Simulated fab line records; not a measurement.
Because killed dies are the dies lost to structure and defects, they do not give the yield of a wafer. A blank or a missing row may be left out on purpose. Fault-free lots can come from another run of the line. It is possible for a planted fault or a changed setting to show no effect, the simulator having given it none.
Which of the tools did it? || flow nand harc || 18 wafers from 6 lots sampled at 2 of the route's 1159 steps

WHAT THE GAUGES READ, wafer by wafer
NHARC_A_M0_INSPECT_27.
{"lot": "L243", "measured": "day 18 17:43", "on": "defect inspect-02", "raw defect count": "358 402 333"}
{"lot": "L246", "measured": "day 19 09:25", "on": "defect inspect-01", "raw defect count": "417 521 456"}
{"lot": "L252", "measured": "day 20 01:07", "on": "defect inspect-02", "raw defect count": "430 361 381"}
{"lot": "L250", "measured": "day 20 17:12", "on": "defect inspect-02", "raw defect count": "248 304 269"}
{"lot": "L259", "measured": "day 22 17:40", "on": "defect inspect-01", "raw defect count": "466 824 431"}
{"lot": "L261", "measured": "day 23 08:11", "on": "defect inspect-02", "raw defect count": "332 501 333"}

WHICH TOOL RAN EACH LOT (tool, then ch and the chambers of the sampled wafers, then the start)
{"lot": "L243", "NHARC_A_M0_ANNEAL_30": "rtp anneal-01 ch 0, day 18 16:56"}
{"lot": "L246", "NHARC_A_M0_ANNEAL_30": "rtp anneal-02 ch 0, day 19 08:42"}
{"lot": "L252", "NHARC_A_M0_ANNEAL_30": "rtp anneal-02 ch 0, day 20 00:23"}
{"lot": "L250", "NHARC_A_M0_ANNEAL_30": "rtp anneal-01 ch 0, day 20 16:26"}
{"lot": "L259", "NHARC_A_M0_ANNEAL_30": "rtp anneal-02 ch 0, day 22 16:54"}
{"lot": "L261", "NHARC_A_M0_ANNEAL_30": "rtp anneal-01 ch 0, day 23 07:22"}
- NHARC_A_M0_ANNEAL_30: time 90 s.

THE ANSWER, worked out from the rows above alone
Rule: what is usual is taken from the lots themselves. Put in order of their means at a reading, lots are off if they are a third of the lots or fewer, leave a main group of 4 or more, and stand apart from it by a gap of 3 or more times the standard deviation of the main group's means; of several such gaps the widest counts. Not used: any main group whose means are identical at the precision the tables above print for the reading. Also off: a lot with no number at a reading for which 4 or more lots have one. The other lots that the step has rows for count as sound.
No lot is off at any reading shown: from this, nothing can be told.

WHAT HAD BEEN PUT IN BY THE SIMULATOR
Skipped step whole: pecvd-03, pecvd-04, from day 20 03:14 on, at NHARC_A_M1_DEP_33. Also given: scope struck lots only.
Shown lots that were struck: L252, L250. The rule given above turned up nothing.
